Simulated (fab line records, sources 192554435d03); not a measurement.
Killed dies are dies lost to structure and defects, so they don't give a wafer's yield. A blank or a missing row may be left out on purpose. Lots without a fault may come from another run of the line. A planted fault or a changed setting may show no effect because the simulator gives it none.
Chamber matching | flow n5_finfet | N5_HKMG_FIN_ALD_75 on ald_hk-02: 4 sister chambers
The step deposits Al2O3, target thk 1 nm, co reactant pulse time 1 s. 8 wafers are shown with their chamber, then 8 later ones without.

WAFERS WITH THEIR CHAMBER
wafer  | chamber | heater_power_w (W) | heater_power_outer_w (W)
L077.3 | 3       | 152                | 77
L080.6 | 1       | 137                | 74
L081.2 | 0       | 161                | 82
L081.5 | 1       | 137                | 76
L083.1 | 2       | 161                | 90
L083.2 | 3       | 150                | 78
L083.4 | 0       | 168                | 82
L085.2 | 2       | 159                | 88

WAFERS WITHOUT THEIR CHAMBER
wafer  | heater_power_w (W) | heater_power_outer_w (W)
L085.3 | 164                | 82
L085.6 | 137                | 76
L086.1 | 168                | 83
L086.3 | 137                | 75
L086.6 | 165                | 83
L091.3 | 158                | 87
L091.5 | 162                | 90
L091.6 | 136                | 76

WHICH CHAMBER EACH WENT THROUGH
wafer  | from the rows above | in truth
L085.3 | 0                   | 0
L085.6 | 1                   | 1
L086.1 | 0                   | 0
L086.3 | 1                   | 1
L086.6 | 0                   | 0
L091.3 | 2                   | 2
L091.5 | 2                   | 2
L091.6 | 1                   | 1
Placed correctly: 8 of 8. Can't be placed from these rows: 0. Placed wrongly: 0.
How it was worked out, from the rows above alone: a wafer's distance from a chamber is the root of the sum, over the readings, of the square of ((its reading less the chamber's mean) divided by the reading's scatter). The wafer belongs to the nearest chamber; if the next one is less than 2 further off, it can't be placed. A chamber's mean is the mean of its shown wafers. The scatter: the root of (the sum of the squares of (reading less its chamber's mean) over the shown wafers, divided by (wafers less chambers)).
